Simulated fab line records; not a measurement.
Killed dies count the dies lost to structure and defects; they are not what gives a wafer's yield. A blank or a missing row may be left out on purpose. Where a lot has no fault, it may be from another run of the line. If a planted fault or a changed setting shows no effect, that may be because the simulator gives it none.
fab line records -- flow nand_harc
[record] lots = 14, wafers = 40, last_day = 34
route steps=1302 shown A_ZERO_WELL@411 A_ONON_D1@431
lots that met no fault: from a run of the same line without faults
start_h: start of the lot's first displayed wafer, in hours after the record's first day -- wait_h: hours elapsed since this lot's preceding step -- " as in the row above -- L1.1+2: a single row standing in for several wafers -- - value missing, or start not given -- * or withheld: withheld -- < > ~ a bound
route shown NAME@n: NAME is a module with steps in the file, n the number in the route of the first one -- usual: average and standard deviation across the fault-free wafers -- same: alike in all rows -- chamber/n: place in a boat -- sites: the reading at each site -- _std_site: standard deviation of those values -- _edge_site: outer sites' mean less inner sites' -- radius_mm: for every site, how far away it sits from the centre of the wafer -- mask NAME#n: copy n -- behind: the most recent tool/chamber to have shaped the wafer -- hold: why the lot went on hold/how many hours it stayed there/how the hold came to an end -- device: the transistor (n, p or np) that didn't switch -- end of line: the tests these same wafers got at the end of their route -- a step without rows: its recipe alone -- killed: not the wafer's yield, but the dies lost to structure and defects at the first sort -- map: per-die view of a wafer (x killed, . not killed, _ where there is no die)
set.NAME: the setting as run; set.NAME@STEP: as run at that earlier step -- model.NAME: the simulator's own value behind a step, which no gauge read
the route's steps for a sample of lots (tables are steps, rows are wafers)
services: a tool's chamber out of use, with start hour (start_h, from the record's first day; less than 0 if before it), hours out, and reason
[[steps]]
[step NHARC_A_ZERO_WELL_RTA_16]
[recipe] temp_c = 1000, time_s = 10
[usual] lamp_power_pct = 32.2/1.5, lamp_zone_3_pct = 32.2/1.5, lamp_zone_4_pct = 32.2/1.5, wafer_temp_C_max = 1006.0/1.5
lot.wafer,tool,chamber,start_h,wait_h,lamp_power_pct,lamp_zone_3_pct,lamp_zone_4_pct,wafer_temp_C_max
L577.2,rtp_anneal-02,0,139.76,-,30.7,30.6,30.7,1005.9
L577.4,rtp_anneal-02,0,139.76,-,30.7,30.6,30.7,1007.0
L577.5,rtp_anneal-02,0,139.76,-,30.7,30.7,30.7,1008.3
L578.2,rtp_anneal-02,0,152.74,-,30.7,30.7,30.7,1006.6
L578.4,rtp_anneal-02,0,152.74,-,30.7,30.7,30.7,1010.1
L578.5,rtp_anneal-02,0,152.74,-,30.7,30.7,30.7,1009.6
L584.4,rtp_anneal-02,0,208.92,-,30.7,30.7,30.7,1006.1
L584.5,rtp_anneal-02,0,208.92,-,30.7,30.7,30.7,1005.0
L585.3,rtp_anneal-01,0,221.73,-,33.8,33.8,33.8,1005.4
L585.4,rtp_anneal-01,0,221.73,-,33.8,33.8,33.8,1004.2
L591.2,rtp_anneal-01,0,280.58,-,33.7,33.8,33.8,1006.3
L591.3,rtp_anneal-01,0,280.58,-,33.8,33.8,33.8,1003.9
L591.4,rtp_anneal-01,0,280.58,-,33.8,33.8,33.8,1003.1
L592.3,rtp_anneal-01,0,287.11,-,33.8,33.7,33.8,1004.6
L592.4,rtp_anneal-01,0,287.11,-,33.8,33.8,33.8,1004.8
L592.6,rtp_anneal-01,0,287.11,-,33.7,33.7,33.7,1004.9
L593.4,rtp_anneal-01,0,302.55,-,33.8,33.8,33.7,1006.2
L593.5,rtp_anneal-01,0,302.55,-,33.8,33.7,33.8,1004.3
L593.6,rtp_anneal-01,0,302.55,-,33.8,33.8,33.8,1004.8
L594.1,rtp_anneal-02,0,313.65,-,30.7,30.7,30.7,1007.0
L594.3,rtp_anneal-02,0,313.65,-,30.7,30.7,30.7,1007.9
L594.5,rtp_anneal-02,0,313.65,-,30.7,30.7,30.7,1007.1
L595.1,rtp_anneal-01,0,314.53,-,33.8,33.7,33.7,1005.8
L595.4,rtp_anneal-01,0,314.53,-,33.8,33.7,33.7,1004.7
L595.5,rtp_anneal-01,0,314.53,-,33.7,33.7,33.7,1004.1
L596.2,rtp_anneal-02,0,328.47,-,30.7,30.7,30.7,1007.7
L596.4,rtp_anneal-02,0,328.47,-,30.7,30.7,30.7,1009.0
L596.5,rtp_anneal-02,0,328.47,-,30.7,30.7,30.7,1007.0
L597.2,rtp_anneal-02,0,347.09,-,30.7,30.7,30.7,1005.8
L597.4,rtp_anneal-02,0,347.09,-,30.7,30.6,30.7,1006.1
L597.5,rtp_anneal-02,0,347.09,-,30.7,30.7,30.7,1005.8
L598.4,rtp_anneal-02,0,347.83,-,30.7,30.7,30.7,1007.2
L598.5,rtp_anneal-02,0,347.83,-,30.6,30.7,30.7,1007.0
L598.6,rtp_anneal-02,0,347.83,-,30.7,30.7,30.6,1005.8
L599.2,rtp_anneal-01,0,358.96,-,33.8,33.7,33.8,1005.6
L599.4,rtp_anneal-01,0,358.96,-,33.8,33.8,33.7,1003.9
L599.5,rtp_anneal-01,0,358.96,-,33.8,33.7,33.8,1006.7
L600.1,rtp_anneal-01,0,370.86,-,33.7,33.8,33.8,1003.1
L600.2,rtp_anneal-01,0,370.86,-,33.7,33.7,33.8,1004.2
L600.5,rtp_anneal-01,0,370.86,-,33.8,33.7,33.8,1003.8
[step NHARC_A_ONON_D1_THK_MEAS_11]
[recipe] thk_meas_gauge = ellipsometry
[usual] thk_nm = 999/9.5
lot.wafer,tool,chamber,start_h,wait_h,thk_nm
L577.2,film_metro-02,-,161.65,-,999
L577.4,film_metro-02,-,161.65,-,998
L577.5,film_metro-02,-,161.65,-,998
L578.2,film_metro-02,-,175.07,-,989
L578.4,film_metro-02,-,175.07,-,988
L578.5,film_metro-02,-,175.07,-,989
L584.4,film_metro-02,-,235.10,-,1008
L584.5,film_metro-02,-,235.10,-,1008
L585.3,film_metro-02,-,244.86,-,1018
L585.4,film_metro-02,-,244.86,-,1017
L591.2,film_metro-01,-,305.97,-,1000
L591.3,film_metro-01,-,305.97,-,1000
L591.4,film_metro-01,-,305.97,-,999
L592.3,film_metro-01,-,309.57,-,1000
L592.4,film_metro-01,-,309.57,-,1003
L592.6,film_metro-01,-,309.57,-,1003
L593.4,film_metro-02,-,329.78,-,1008
L593.5,film_metro-02,-,329.78,-,1009
L593.6,film_metro-02,-,329.78,-,1006
L595.1,film_metro-02,-,338.83,-,1008
L595.4,film_metro-02,-,338.83,-,1006
L595.5,film_metro-02,-,338.83,-,1006
L594.1,film_metro-01,-,338.84,-,1001
L594.3,film_metro-01,-,338.84,-,999
L594.5,film_metro-01,-,338.84,-,1002
L596.2,film_metro-02,-,353.12,-,985
L596.4,film_metro-02,-,353.12,-,987
L596.5,film_metro-02,-,353.12,-,987
L598.4,film_metro-02,-,370.71,-,1006
L598.5,film_metro-02,-,370.71,-,1006
L598.6,film_metro-02,-,370.71,-,1005
L597.2,film_metro-02,-,370.74,-,999
L597.4,film_metro-02,-,370.74,-,999
L597.5,film_metro-02,-,370.74,-,999
L599.2,film_metro-01,-,383.51,-,987
L599.4,film_metro-01,-,383.51,-,989
L599.5,film_metro-01,-,383.51,-,990
L600.1,film_metro-02,-,396.15,-,1001
L600.2,film_metro-02,-,396.15,-,1002
L600.5,film_metro-02,-,396.15,-,1001
[step NHARC_A_ONON_D1_DEP_22]
[recipe] target_thk_a = 10000, n2_flow_sccm = 2750, n2o_flow_sccm = 2000, nh3_flow_sccm = 500, sih4_flow_sccm = 210, temp_c = 400
[usual] n2_flow_sccm = 2751/8.2, susceptor_temp_C = 400.00/0.22
lot.wafer,tool,chamber,start_h,wait_h,n2_flow_sccm,susceptor_temp_C
L577.2,pecvd_onon-01,0,170.44,0.1,2766,400.14
L577.4,pecvd_onon-01,0,170.44,0.1,2762,399.98
L577.5,pecvd_onon-01,0,170.44,0.1,2752,400.10
L578.2,pecvd_onon-04,0,185.69,0.1,2758,399.80
L578.4,pecvd_onon-04,0,185.69,0.1,2740,399.64
L578.5,pecvd_onon-04,0,185.69,0.1,2744,399.83
L584.4,pecvd_onon-04,0,246.12,0.2,2762,399.99
L584.5,pecvd_onon-04,0,246.12,0.2,2754,400.02
L585.3,pecvd_onon-04,0,253.85,0.2,2757,399.69
L585.4,pecvd_onon-04,0,253.85,0.2,2757,400.02
L591.2,pecvd_onon-01,0,315.08,0.1,2752,400.06
L591.3,pecvd_onon-01,0,315.08,0.1,2760,400.14
L591.4,pecvd_onon-01,0,315.08,0.1,2757,400.31
L592.3,pecvd_onon-01,0,318.70,0.2,2748,399.88
L592.4,pecvd_onon-01,0,318.70,0.2,2747,399.78
L592.6,pecvd_onon-01,0,318.70,0.2,2741,399.96
L593.4,pecvd_onon-04,0,340.83,0.2,2748,399.80
L593.5,pecvd_onon-04,0,340.83,0.2,2746,399.93
L593.6,pecvd_onon-04,0,340.83,0.2,2746,399.80
L595.1,pecvd_onon-03,0,348.70,0.1,2752,400.31
L595.4,pecvd_onon-03,0,348.70,0.1,2754,400.12
L595.5,pecvd_onon-03,0,348.70,0.1,2750,400.35
L594.1,pecvd_onon-01,0,348.71,0.1,2749,399.75
L594.3,pecvd_onon-01,0,348.71,0.1,2748,400.29
L594.5,pecvd_onon-01,0,348.71,0.1,2740,399.87
L596.2,pecvd_onon-04,0,362.44,0.1,2752,399.99
L596.4,pecvd_onon-04,0,362.44,0.1,2753,400.10
L596.5,pecvd_onon-04,0,362.44,0.1,2748,399.74
L597.2,pecvd_onon-03,0,379.58,0.1,2755,399.43
L597.4,pecvd_onon-03,0,379.58,0.1,2755,399.62
L597.5,pecvd_onon-03,0,379.58,0.1,2755,399.83
L598.4,pecvd_onon-04,0,379.70,0.2,2743,400.33
L598.5,pecvd_onon-04,0,379.70,0.2,2737,400.15
L598.6,pecvd_onon-04,0,379.70,0.2,2756,400.22
L599.2,pecvd_onon-01,0,392.50,0.1,2752,399.94
L599.4,pecvd_onon-01,0,392.50,0.1,2755,400.17
L599.5,pecvd_onon-01,0,392.50,0.1,2766,399.76
L600.1,pecvd_onon-01,0,408.57,0.1,2750,399.94
L600.2,pecvd_onon-01,0,408.57,0.1,2742,400.19
L600.5,pecvd_onon-01,0,408.57,0.1,2731,400.05
[step NHARC_A_ONON_D1_THK_MEAS_24]
[recipe] thk_meas_gauge = ellipsometry
[usual] thk_nm = 1005/9.2
lot.wafer,tool,chamber,start_h,wait_h,thk_nm
L577.2,film_metro-02,-,170.89,-,996
L577.4,film_metro-02,-,170.89,-,996
L577.5,film_metro-02,-,170.89,-,994
L578.2,film_metro-01,-,186.14,-,994
L578.4,film_metro-01,-,186.14,-,995
L578.5,film_metro-01,-,186.14,-,995
L584.4,film_metro-02,-,246.46,-,975
L584.5,film_metro-02,-,246.46,-,1008
L585.3,film_metro-02,-,254.24,-,996
L585.4,film_metro-02,-,254.24,-,959
L591.2,film_metro-02,-,315.53,-,1016
L591.3,film_metro-02,-,315.53,-,1016
L591.4,film_metro-02,-,315.53,-,1016
L592.3,film_metro-02,-,319.09,-,1023
L592.4,film_metro-02,-,319.09,-,1021
L592.6,film_metro-02,-,319.09,-,1021
L593.4,film_metro-02,-,341.17,-,1001
L593.5,film_metro-02,-,341.17,-,1002
L593.6,film_metro-02,-,341.17,-,1002
L595.1,film_metro-02,-,349.21,-,1018
L595.4,film_metro-02,-,349.21,-,1017
L595.5,film_metro-02,-,349.21,-,1016
L594.1,film_metro-01,-,349.22,-,1005
L594.3,film_metro-01,-,349.22,-,1006
L594.5,film_metro-01,-,349.22,-,1006
L596.2,film_metro-01,-,362.89,-,985
L596.4,film_metro-01,-,362.89,-,984
L596.5,film_metro-01,-,362.89,-,986
L597.2,film_metro-01,-,380.03,-,1009
L597.4,film_metro-01,-,380.03,-,1010
L597.5,film_metro-01,-,380.03,-,1009
L598.4,film_metro-01,-,380.04,-,1006
L598.5,film_metro-01,-,380.04,-,1009
L598.6,film_metro-01,-,380.04,-,1010
L599.2,film_metro-01,-,392.95,-,1000
L599.4,film_metro-01,-,392.95,-,999
L599.5,film_metro-01,-,392.95,-,1000
L600.1,film_metro-01,-,409.08,-,1018
L600.2,film_metro-01,-,409.08,-,1020
L600.5,film_metro-01,-,409.08,-,1019
[step NHARC_A_ONON_D1_THK_MEAS_30]
[recipe] thk_meas_gauge = ellipsometry
[usual] thk_nm = 997/9.6
lot.wafer,tool,chamber,start_h,wait_h,thk_nm
L577.2,film_metro-02,-,172.02,-,997
L577.4,film_metro-02,-,172.02,-,996
L577.5,film_metro-02,-,172.02,-,995
L578.2,film_metro-01,-,187.27,-,998
L578.4,film_metro-01,-,187.27,-,997
L578.5,film_metro-01,-,187.27,-,998
L584.4,film_metro-02,-,247.59,-,1001
L584.5,film_metro-02,-,247.59,-,1001
L585.3,film_metro-02,-,255.37,-,990
L585.4,film_metro-02,-,255.37,-,993
L591.2,film_metro-02,-,316.66,-,999
L591.3,film_metro-02,-,316.66,-,1000
L591.4,film_metro-02,-,316.66,-,998
L592.3,film_metro-02,-,320.23,-,995
L592.4,film_metro-02,-,320.23,-,994
L592.6,film_metro-02,-,320.23,-,993
L593.4,film_metro-02,-,342.30,-,998
L593.5,film_metro-02,-,342.30,-,997
L593.6,film_metro-02,-,342.30,-,999
L595.1,film_metro-01,-,350.34,-,987
L595.4,film_metro-01,-,350.34,-,989
L595.5,film_metro-01,-,350.34,-,988
L594.1,film_metro-01,-,350.35,-,1004
L594.3,film_metro-01,-,350.35,-,1002
L594.5,film_metro-01,-,350.35,-,1003
L596.2,film_metro-01,-,364.02,-,998
L596.4,film_metro-01,-,364.02,-,1000
L596.5,film_metro-01,-,364.02,-,1000
L597.2,film_metro-01,-,381.17,-,1006
L597.4,film_metro-01,-,381.17,-,1006
L597.5,film_metro-01,-,381.17,-,1005
L598.4,film_metro-01,-,381.18,-,1019
L598.5,film_metro-01,-,381.18,-,1019
L598.6,film_metro-01,-,381.18,-,1019
L599.2,film_metro-02,-,394.09,-,989
L599.4,film_metro-02,-,394.09,-,990
L599.5,film_metro-02,-,394.09,-,989
L600.1,film_metro-02,-,410.21,-,1005
L600.2,film_metro-02,-,410.21,-,1006
L600.5,film_metro-02,-,410.21,-,1008
[[services]]
tool,chamber,start_h,hours,kind
pecvd_onon-04,-,130.12,13.0,pm
pecvd_onon-03,-,227.00,13.0,pm
pecvd_onon-01,-,269.39,13.0,pm
pecvd_onon-04,-,311.12,13.0,pm
rtp_anneal-01,-,372.00,12.0,pm
pecvd_onon-04,-,388.29,1.1,repair
pecvd_onon-03,-,408.00,13.0,pm
[[key]]
[first_sign] step = NHARC_A_ONON_D1_THK_MEAS_24, reading = thk_nm, direction = down, sigmas = 4.1, usual = 1005, struck = 967
effect none on later readings
met_at NHARC_A_ONON_D1_DEP_22
struck_lots L584,L585
struck_wafers L584.4,L585.4
sort_left_out L584.4,L585.4
tester_left_out L584,L585
not_acting_at NHARC_A_ZERO_WELL_RTA_16,NHARC_A_ONON_D1_THK_MEAS_11,NHARC_A_ONON_D1_THK_MEAS_30
onset_between 185.69 246.12
[fault] kind = process_parameter_drift, tool = pecvd_onon-04, chamber = -, onset_h = 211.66, steps = NHARC_A_ONON_D1_DEP_22, channel = target_thk_a, offset = *, shape = step, end_h = 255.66, scope = struck_wafers_only, acts_in = *, stated = *
// tester_left_out: of these lots the tester's yield and bins aren't shown, on N5 and GAA mostly nor the transistor test; their killed dies are dies lost to structure and defects alone, not to doping, threshold or leakage, so they don't give the yield
// sort_left_out: the simulated sort isn't trusted on such a fault, so these wafers' sort isn't shown, and their yield isn't known
